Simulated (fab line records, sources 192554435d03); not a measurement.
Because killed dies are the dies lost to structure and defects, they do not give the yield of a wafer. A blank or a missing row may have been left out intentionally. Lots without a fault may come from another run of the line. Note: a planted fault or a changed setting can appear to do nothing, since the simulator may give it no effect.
fab line records	flow n5-finfet
record lots=9	wafers=26	last-day=16
route steps=1938 shown BEOL_M2@923 BEOL_M3@931 BEOL_M4@1111 PASSIVATION@1936
lots untouched by any fault: they come from a run of this same line in which no faults occurred
start-h: hours from the record's opening day to when the first of the lot's shown wafers began	wait-h: hours from the lot's prior step to this one	" same as the row above	L1.1+2: a row that stands for several wafers	- no value, or no start given	* or withheld: withheld	< > ~ a bound
route shown NAME@n: names a module that has steps shown in the file, with the first one's number in the route	usual: average and standard deviation across the fault-free wafers	same: alike in all rows	chamber/n: place in a boat	sites: per-site readings	_std_site: their standard deviation	_edge_site: outer sites' mean less inner sites'	radius-mm: for every site, how far away it sits from the centre of the wafer	mask NAME#n: copy n	behind: tool/chamber where the wafer was last shaped	hold: why the lot was held/for how many hours/how that ended	device: which transistor (n, p or np) failed to switch	end of line: at the end of the route, the tests of the same wafers	where a step has no rows: the recipe by itself	killed: not the wafer's yield, but the dies lost to structure and defects at the first sort	map: shows each die of a wafer: x if killed, . if not, _ if none is there
set.NAME: the run value of the setting; set.NAME@STEP: its run value at that earlier step	model.NAME: the simulator's own value behind a step, which no gauge read
steps of the route over a sample of lots; a table a step, a row a wafer
services: when a tool's chamber went out of use (start-h, in hours from the record's first day, below 0 if earlier), for how many hours, and the reason
## steps
# step N5_BEOL_M2_CMP_52
# recipe stop-on=SiOC	t-overpolish-s=6.8	down-force-psi=1	platen-rpm=50	clearing-platen-down-force-psi=1.5	clearing-platen-rpm=50	post-cmp-clean=cu-alkaline	target-thk-nm=40	clearing-platen-pad-velocity-m-s=0.99484	pad-velocity-m-s=0.99484
# usual barrier-field-endpoint-s=24.5/0.62	motor-current-A=6.2/0.67	overpolish-run-s=6.799/0.0091	slurry-flow-ml-min=150.0/0.52	time-to-endpoint-s=62.6/2.6
lot.wafer	tool	chamber	start-h	wait-h	barrier-field-endpoint-s	motor-current-A	overpolish-run-s	slurry-flow-ml-min	time-to-endpoint-s
L174.2	cmp-04	3	141.62	0.3	25.2	6.1	6.801	149.8	64.4
L174.6	"	0	"	"	25.6	6.3	6.795	149.0	65.1
L174.5	"	1	"	"	25.3	7.6	6.801	150.6	65.1
L176.2	cmp-03	1	154.69	0.3	23.2	6.0	6.794	149.7	59.0
L176.4	"	2	"	"	23.0	5.8	6.800	149.9	59.6
L176.6	"	1	"	"	24.5	6.2	6.810	150.1	58.8
L180.3	cmp-01	0	174.86	0.2	24.7	6.3	6.804	150.2	64.5
L180.6	"	3	"	"	24.2	6.3	6.788	150.0	59.2
L188.2	cmp-03	2	233.98	0.2	23.2	5.9	6.792	149.8	60.8
L188.3	"	1	"	"	24.0	5.8	6.801	150.7	63.8
L188.5	"	3	"	"	24.1	6.7	6.801	150.0	64.8
L190.3	cmp-04	3	237.11	0.3	24.4	6.2	6.813	150.4	62.7
L190.1	"	1	"	"	24.2	7.6	6.802	150.0	59.4
L190.6	"	2	"	"	24.7	7.4	6.809	150.2	62.1
L189.3	cmp-03	2	240.26	0.2	24.8	5.9	6.807	150.4	62.8
L189.2	"	0	"	"	24.3	5.4	6.786	150.8	66.0
L189.6	"	3	"	"	25.1	6.8	6.807	150.0	67.5
L191.4	cmp-04	3	242.95	0.1	24.2	6.2	6.814	150.3	60.5
L191.5	"	3	"	"	24.4	6.1	6.792	149.7	63.4
L191.6	"	0	"	"	24.1	6.0	6.799	149.7	64.3
L192.4	cmp-04	1	250.94	0.1	24.5	7.6	6.791	150.5	61.3
L192.1	"	2	"	"	24.3	6.8	6.784	149.5	62.7
L192.6	"	2	"	"	25.4	7.3	6.792	149.9	67.4
L194.2	cmp-03	2	262.14	0.2	24.0	5.6	6.809	150.5	62.9
L194.4	"	3	"	"	25.7	6.8	6.789	149.9	68.4
L194.3	"	0	"	"	24.8	5.4	6.800	149.6	66.5
# step N5_BEOL_M2_INSPECT_59
# recipe inspect-instrument=darkfield	mode=post-dep
# usual raw-defect-count=74/25
lot.wafer	tool	chamber	start-h	wait-h	raw-defect-count
L174.2	defect-inspect-01	-	142.09	0.0	67
L174.5	"	-	"	"	69
L174.6	"	-	"	"	46
L176.2	defect-inspect-01	-	155.36	0.2	118
L176.4	"	-	"	"	86
L176.6	"	-	"	"	88
L180.3	defect-inspect-02	-	175.36	0.0	86
L180.6	"	-	"	"	115
L188.2	defect-inspect-02	-	234.60	0.0	118
L188.3	"	-	"	"	99
L188.5	"	-	"	"	107
L190.1	defect-inspect-02	-	237.65	0.0	36
L190.3	"	-	"	"	54
L190.6	"	-	"	"	50
L189.2	defect-inspect-02	-	240.84	0.0	68
L189.3	"	-	"	"	128
L189.6	"	-	"	"	148
L191.4	defect-inspect-01	-	243.53	0.0	57
L191.5	"	-	"	"	83
L191.6	"	-	"	"	95
L192.1	defect-inspect-01	-	251.52	0.0	70
L192.4	"	-	"	"	51
L192.6	"	-	"	"	39
L194.2	defect-inspect-02	-	262.68	0.0	63
L194.3	"	-	"	"	61
L194.4	"	-	"	"	56
# step N5_BEOL_M3_ILD_DEP_00
# recipe material=SiOC	target-thk-a=790	temp-c=350	precursor=DEMS/O2	pressure-torr=5	rf-w=500	time-s=15.3
# usual heater-power-w=530/86	showerhead-plenum-p-Torr=5.692/0.014	susceptor-temp-C=350.01/0.21	throttle-valve-pct=12.1/0.57
lot.wafer	tool	chamber	start-h	wait-h	heater-power-w	showerhead-plenum-p-Torr	since-wet-clean-h	susceptor-temp-C	throttle-valve-pct
L174.2	pecvd-01	0	142.12	0.0	618	5.688	1027	349.86	12.8
L174.5	"	1	"	"	584	5.704	-	350.07	12.7
L174.6	"	2	"	"	440	5.683	-	350.09	11.5
L176.2	pecvd-01	2	155.40	0.0	453	5.678	287	350.04	11.4
L176.4	"	0	"	"	515	5.697	-	350.24	12.6
L176.6	"	2	"	"	473	5.671	-	349.76	11.4
L180.3	pecvd-01	2	175.40	0.0	409	5.670	307	349.88	11.6
L180.6	"	2	"	"	419	5.681	-	349.81	11.4
L188.2	pecvd-01	0	234.64	0.0	637	5.700	1120	349.89	12.8
L188.3	"	2	"	"	484	5.665	366	350.24	11.6
L188.5	"	2	"	"	473	5.674	-	349.97	11.5
L190.1	pecvd-01	1	237.69	0.0	654	5.696	1848	350.19	12.4
L190.3	"	0	"	"	611	5.694	1123	350.03	12.7
L190.6	"	1	"	"	654	5.699	-	350.01	12.7
L189.2	pecvd-01	0	240.87	0.0	574	5.699	1126	349.95	12.4
L189.3	"	2	"	"	464	5.677	372	349.81	11.2
L189.6	"	1	"	"	646	5.696	-	350.16	12.4
L191.4	pecvd-03	0	243.58	0.1	418	5.709	-	350.16	12.0
L191.5	"	2	"	"	561	5.693	-	350.00	11.7
L191.6	"	1	"	"	356	5.717	-	349.59	12.3
L192.1	pecvd-01	0	251.56	0.0	553	5.681	1137	349.98	12.9
L192.4	"	0	"	"	549	5.695	-	350.13	12.9
L192.6	"	1	"	"	525	5.686	-	350.01	12.8
L194.2	pecvd-01	2	262.72	0.0	440	5.677	394	350.03	11.6
L194.3	"	1	"	"	618	5.694	1873	349.84	12.7
L194.4	"	1	"	"	632	5.704	-	349.83	13.0
# step N5_BEOL_M3_THK_MEAS_01
# recipe reads=SiOC_of_BEOL_M3_ILD_DEP_00
# usual M3_ILD_THK=78.9/0.94
lot.wafer	tool	chamber	start-h	wait-h	M3_ILD_THK[nm]
L174.2	film-metro-02	-	142.19	0.1	78.4
L174.5	"	-	"	"	80.7
L174.6	"	-	"	"	80.2
L176.2	film-metro-01	-	155.47	0.1	113.2
L176.4	"	-	"	"	78.6
L176.6	"	-	"	"	79.6
L180.3	film-metro-02	-	175.47	0.1	112.8
L180.6	"	-	"	"	79.6
L188.2	film-metro-02	-	234.71	0.1	78.3
L188.3	"	-	"	"	79.7
L188.5	"	-	"	"	80.1
L190.1	film-metro-02	-	237.76	0.0	77.7
L190.3	"	-	"	"	78.7
L190.6	"	-	"	"	78.7
L189.2	film-metro-01	-	240.94	0.1	76.8
L189.3	"	-	"	"	77.0
L189.6	"	-	"	"	77.8
L191.4	film-metro-02	-	243.63	0.0	79.9
L191.5	"	-	"	"	78.9
L191.6	"	-	"	"	78.1
L192.1	film-metro-01	-	251.62	0.0	78.2
L192.4	"	-	"	"	78.9
L192.6	"	-	"	"	79.4
L194.2	film-metro-01	-	262.79	0.1	78.0
L194.3	"	-	"	"	78.4
L194.4	"	-	"	"	80.0
# step N5_BEOL_M3_HM_DEP_02
# recipe material=TiN	target-thk-a=200	temp-c=25	chamber-pressure-pa=0.49996
# usual susceptor-temp-C=24.98/0.1	throttle-valve-pct=29.7/1.3
lot.wafer	tool	chamber	start-h	wait-h	susceptor-temp-C	throttle-valve-pct
L174.2	pvd-sputter-01	-	143.59	1.3	25.10	29.2
L174.5	"	-	"	"	25.14	29.3
L174.6	"	-	"	"	24.99	30.2
L176.2	pvd-sputter-02	-	157.67	2.1	25.18	29.7
L176.4	"	-	"	"	25.00	29.3
L176.6	"	-	"	"	25.11	29.3
L180.3	pvd-sputter-01	-	177.63	2.1	25.04	30.1
L180.6	"	-	"	"	25.16	29.3
L188.2	pvd-sputter-03	-	236.60	1.8	24.97	27.9
L188.3	"	-	"	"	24.84	31.3
L188.5	"	-	"	"	25.04	29.7
L190.1	pvd-sputter-02	-	238.19	0.4	24.75	29.7
L190.3	"	-	"	"	24.94	30.0
L190.6	"	-	"	"	24.97	29.5
L189.2	pvd-sputter-01	-	242.59	1.6	25.07	30.4
L189.3	"	-	"	"	24.91	28.7
L189.6	"	-	"	"	25.17	28.6
L191.4	pvd-sputter-03	-	246.47	2.8	24.93	27.7
L191.5	"	-	"	"	25.04	27.8
L191.6	"	-	"	"	25.09	31.5
L192.1	pvd-sputter-02	-	251.96	0.3	24.88	29.7
L192.4	"	-	"	"	24.94	27.7
L192.6	"	-	"	"	25.03	29.8
L194.2	pvd-sputter-01	-	263.75	0.9	25.08	28.9
L194.3	"	-	"	"	25.09	28.3
L194.4	"	-	"	"	25.01	30.1
# step N5_BEOL_M4_RC_MEAS_101
# usual DIBL_N=36.3/1	DIBL_P=36.2/1.4	IOFF_N=0.157/0.021	IOFF_P=0.206/0.025	ION_N=673/9	ION_P=461/6.4	SS_N=71.5/0.5	SS_P=73.2/0.47	VT_N=249.9/2.4	VT_P=-250.6/2.9
lot.wafer	tool	chamber	start-h	wait-h	DIBL_N[mV/V]	DIBL_P[mV/V]	IOFF_N[nA/um]	IOFF_P[nA/um]	ION_N[uA/um]	ION_P[uA/um]	SS_N[mV/dec]	SS_P[mV/dec]	VT_N[mV]	VT_P[mV]
L174.2	prober-01	0	168.26	0.2	35.0	35.5	0.131	0.174	674	456	71.2	72.7	252.7	-254.4
L174.5	"	0	"	"	35.3	34.7	0.128	0.170	664	452	71.7	73.0	252.4	-255.1
L174.6	"	0	"	"	35.6	35.7	0.131	0.179	665	456	70.8	72.5	254.0	-254.1
L176.4	prober-02	0	178.48	0.5	35.5	36.1	0.134	0.194	657	452	71.6	73.6	255.2	-251.2
L176.6	"	0	"	"	37.9	38.2	0.171	0.225	669	461	72.7	74.3	250.0	-252.0
L180.6	prober-01	0	202.32	0.8	38.3	37.6	0.181	0.226	686	469	71.5	73.5	250.7	-250.6
L188.2	prober-01	0	251.95	0.2	36.6	36.7	0.187	0.259	685	470	71.7	73.0	247.2	-244.2
L188.3	"	0	"	"	36.8	36.7	0.202	0.271	687	475	71.7	72.9	243.5	-244.8
L188.5	"	0	"	"	36.1	34.8	0.169	0.233	682	471	71.1	72.7	247.3	-248.5
L190.1	prober-01	0	255.63	0.0	36.5	35.7	0.142	0.199	665	454	71.3	73.1	250.0	-250.1
L190.3	"	0	"	"	38.0	37.5	0.169	0.228	666	463	71.4	73.5	249.7	-248.1
L190.6	"	0	"	"	36.4	35.4	0.138	0.196	658	456	71.1	73.1	250.6	-253.0
L189.2	prober-02	0	263.53	0.2	35.6	35.0	0.139	0.220	666	466	71.5	72.8	251.5	-247.1
L189.3	"	0	"	"	37.0	35.2	0.150	0.224	671	462	71.8	73.1	250.7	-247.0
L189.6	"	0	"	"	36.3	35.1	0.145	0.217	661	462	71.1	72.9	251.4	-247.4
L191.4	prober-02	0	268.79	0.5	35.6	35.9	0.151	0.179	665	455	70.6	73.3	248.0	-254.9
L191.5	"	0	"	"	36.8	37.1	0.173	0.206	666	455	71.6	72.8	250.0	-251.5
L191.6	"	0	"	"	36.5	37.8	0.172	0.214	678	463	71.6	73.4	248.5	-252.5
L192.1	prober-01	0	271.10	0.0	37.3	38.0	0.173	0.249	690	471	72.1	73.8	249.4	-244.6
L192.4	"	0	"	"	37.6	38.4	0.181	0.255	685	480	72.4	73.7	245.4	-244.6
L192.6	"	0	"	"	36.7	36.6	0.157	0.226	674	466	72.5	72.7	247.9	-248.5
L194.2	prober-01	0	287.29	0.8	35.8	36.5	0.162	0.227	680	469	71.4	74.0	245.4	-247.4
L194.3	"	0	"	"	34.6	35.0	0.136	0.198	670	467	71.5	72.7	251.9	-251.0
L194.4	"	0	"	"	35.3	35.7	0.152	0.210	677	468	71.4	73.7	251.6	-245.4
# step N5_PASSIVATION_PROBE_49
# usual defect-limited-yield=91.1/1.3	killed_at_M0_to_M3=36/10	killed_at_M4_up=14/4.4	killed-at-contacts=14/5.7	killed-at-front-end=39/9.4	killed-at-other=2.9/2.6	killed-dies=105/15	killed-on-rim=14/3.5	killed-open=70/12	killed-short=34/7.1	sort_bin_5_function=5.3/0.77	sort_bin_6_memory=3.3/0.66	sort-n-pass=1075/15	sort-yield-pct=91.1/1.3
# same gross-dies=1180	killed-at-back-side=0	sort_bin_4_leakage[%]=0	sort_bin_8_speed[%]=0
lot.wafer	tool	chamber	start-h	wait-h	defect-limited-yield[%]	killed_at_M0_to_M3	killed_at_M4_up	killed-at-contacts	killed-at-front-end	killed-at-other	killed-dies	killed-on-rim	killed-open	killed-short	sort_bin_5_function[%]	sort_bin_6_memory[%]	sort-n-pass	sort-yield-pct[%]
L176.2	prober-01	-	282.07	0.1	0	1128	13	3	35	1	1180	152	64	24	97.0	2.8	0	0
L176.4	prober-01	-	282.17	0.2	89.8	23	14	26	55	2	120	20	81	37	5.8	4.1	1060	89.8
L176.6	prober-01	-	282.27	0.3	87.9	57	23	14	49	0	143	15	89	52	7.0	4.8	1037	87.9
L180.3	prober-02	-	303.67	0.1	0	1086	16	16	52	10	1180	152	78	52	94.8	4.7	0	0
L180.6	prober-02	-	303.82	0.3	90.8	50	11	19	26	3	109	6	66	42	5.4	3.7	1071	90.8
L189.2	prober-02	-	361.84	0.1	90.8	35	16	11	45	1	108	16	80	27	5.5	3.4	1072	90.8
L189.3	prober-02	-	361.89	0.1	93.4	24	12	5	37	0	78	11	47	30	4.2	2.4	1102	93.4
L189.6	prober-02	-	362.04	0.3	91.3	34	24	6	34	5	103	16	75	27	5.6	3.1	1077	91.3
L194.2	prober-02	-	390.22	0.1	90.8	37	8	14	46	4	109	11	73	34	5.3	3.5	1071	90.8
L194.3	prober-02	-	390.27	0.1	89.5	49	12	6	55	2	124	15	79	45	5.9	4.3	1056	89.5
L194.4	prober-02	-	390.32	0.2	89.8	40	11	16	52	1	120	15	73	47	6.2	3.6	1060	89.8
# killed by level:class
L176.2 BEOL_M3:area-dep=1091 BEOL_M3:geometric-particle:open=10 STI_FIN_REVEAL:geometric-particle:open=8 BEOL_M1:geometric-particle:open=8 FIN_SAQP:geometric-particle:open=7 BEOL_M4:geometric-particle:open=7 GATE_CUT:geometric-particle:short=5 BEOL_M0_SAQP:geometric-particle:open=5
L176.4 MOL_CONTACT_COAG:geometric-particle:open=18 STI_FIN_REVEAL:geometric-particle:open=15 FIN_SAQP:geometric-particle:open=13 MOL_CONTACT_COAG:geometric-particle:short=8 BEOL_M0_SAQP:geometric-particle:short=7 BEOL_M0_SAQP:geometric-particle:open=6 FIN_SAQP:geometric-particle:short=5 DUMMY_GATE:geometric-particle:open=5
L176.6 BEOL_M0_SAQP:geometric-particle:open=13 MOL_CONTACT_COAG:geometric-particle:open=12 FIN_SAQP:geometric-particle:short=11 FIN_SAQP:geometric-particle:open=11 BEOL_M0_SAQP:geometric-particle:short=10 BEOL_M4:geometric-particle:open=10 STI_FIN_REVEAL:geometric-particle:open=9 BEOL_M2:geometric-particle:open=9
L180.3 BEOL_M3:area-dep=1048 BEOL_M0_SAQP:geometric-particle:short=14 MOL_CONTACT_COAG:geometric-particle:open=13 FIN_SAQP:geometric-particle:short=12 STI_FIN_REVEAL:geometric-particle:open=12 BEOL_M0_SAQP:geometric-particle:open=11 BEOL_M4:geometric-particle:open=8 FIN_SAQP:geometric-particle:open=6
L180.6 BEOL_M0_SAQP:geometric-particle:short=19 MOL_CONTACT_COAG:geometric-particle:open=12 STI_FIN_REVEAL:geometric-particle:open=8 BEOL_M2:geometric-particle:open=8 MOL_CONTACT_COAG:geometric-particle:short=7 BEOL_M0_SAQP:geometric-particle:open=7 BEOL_M1:geometric-particle:open=6 BEOL_M4:geometric-particle:open=6
L189.2 MOL_CONTACT_COAG:geometric-particle:open=11 BEOL_M0_SAQP:geometric-particle:open=11 STI_FIN_REVEAL:geometric-particle:open=10 FIN_SAQP:geometric-particle:open=7 FIN_SAQP:geometric-particle:short=6 BEOL_M3:geometric-particle:open=6 BEOL_M0_SAQP:geometric-particle:short=5 BEOL_M0:geometric-particle:open=5
L189.3 FIN_SAQP:geometric-particle:short=12 FIN_SAQP:geometric-particle:open=8 BEOL_M0_SAQP:geometric-particle:open=7 BEOL_M0_SAQP:geometric-particle:short=7 STARTING-WAFER:geometric-particle:short=5 MOL_CONTACT_COAG:geometric-particle:open=4 BEOL_M0:geometric-particle:open=4 BEOL_M2:geometric-particle:open=4
L189.6 BEOL_M4:geometric-particle:open=12 BEOL_M3:geometric-particle:open=12 BEOL_M0_SAQP:geometric-particle:open=9 STI_FIN_REVEAL:geometric-particle:open=8 FIN_SAQP:geometric-particle:short=5 FIN_SAQP:geometric-particle:open=4 FIN_CUT:geometric-particle:open=4 BEOL_M2:geometric-particle:open=4
L194.2 FIN_SAQP:geometric-particle:open=12 MOL_CONTACT_COAG:geometric-particle:open=12 BEOL_M0_SAQP:geometric-particle:open=8 BEOL_M1:geometric-particle:open=7 FIN_SAQP:geometric-particle:short=5 STI_FIN_REVEAL:geometric-particle:open=5 STARTING-WAFER:geometric-particle:open=5 BEOL_M0_SAQP:geometric-particle:short=4
L194.3 STI_FIN_REVEAL:geometric-particle:open=12 BEOL_M2:geometric-particle:open=11 BEOL_M0_SAQP:geometric-particle:short=10 FIN_SAQP:geometric-particle:short=9 BEOL_M1:geometric-particle:open=9 FIN_SAQP:geometric-particle:open=8 BEOL_M0_SAQP:geometric-particle:open=8 GATE_CUT:geometric-particle:short=7
L194.4 BEOL_M0_SAQP:geometric-particle:short=18 FIN_SAQP:geometric-particle:open=17 MOL_CONTACT_COAG:geometric-particle:open=12 BEOL_M0_SAQP:geometric-particle:open=12 FIN_SAQP:geometric-particle:short=7 STI_FIN_REVEAL:geometric-particle:open=6 GATE_CUT:geometric-particle:short=6 BEOL_M0:geometric-particle:open=5
## services
tool	chamber	start-h	hours	kind
pvd-sputter-02	-	125.20	3.7	repair
cmp-04	-	133.41	5.1	pm
pecvd-01	0	150.83	2.1	scheduled-down
cmp-01	-	158.85	1.4	repair
pecvd-03	-	182.57	0.5	repair
cmp-04	-	186.11	2.3	repair
cmp-03	-	188.55	3.8	pm
cmp-03	-	240.49	0.4	repair
## key
first-sign step=N5_BEOL_M3_THK_MEAS_01	reading=M3_ILD_THK	direction=up	sigmas=36	usual=78.9	struck=113.0
effect step=N5_PASSIVATION_PROBE_49	reading=sort_bin_5_function	direction=up	sigmas=99+	usual=5.3	struck=95.9
more-kills-born-at N5_BEOL_M3_ILD_DEP_00@pecvd-01=2139
met-at N5_BEOL_M3_ILD_DEP_00
struck-lots L176,L180
struck-wafers L176.2,L180.3
later-rows-left-out L176.2,L180.3
not-acting-at N5_BEOL_M2_CMP_52,N5_BEOL_M2_INSPECT_59,N5_BEOL_M3_HM_DEP_02
onset-between 142.12 155.40
fault kind=process-parameter-drift	tool=pecvd-01	chamber=-	onset-h=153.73	steps=N5_BEOL_M3_ILD_DEP_00	channel=target-thk-a	offset=*	shape=step	end-h=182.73	scope=struck-wafers-only	acts-in=*	stated=*
# later-rows-left-out: the simulator's readings of these wafers behind a module that went badly wrong aren't trusted and aren't shown, but for the sort
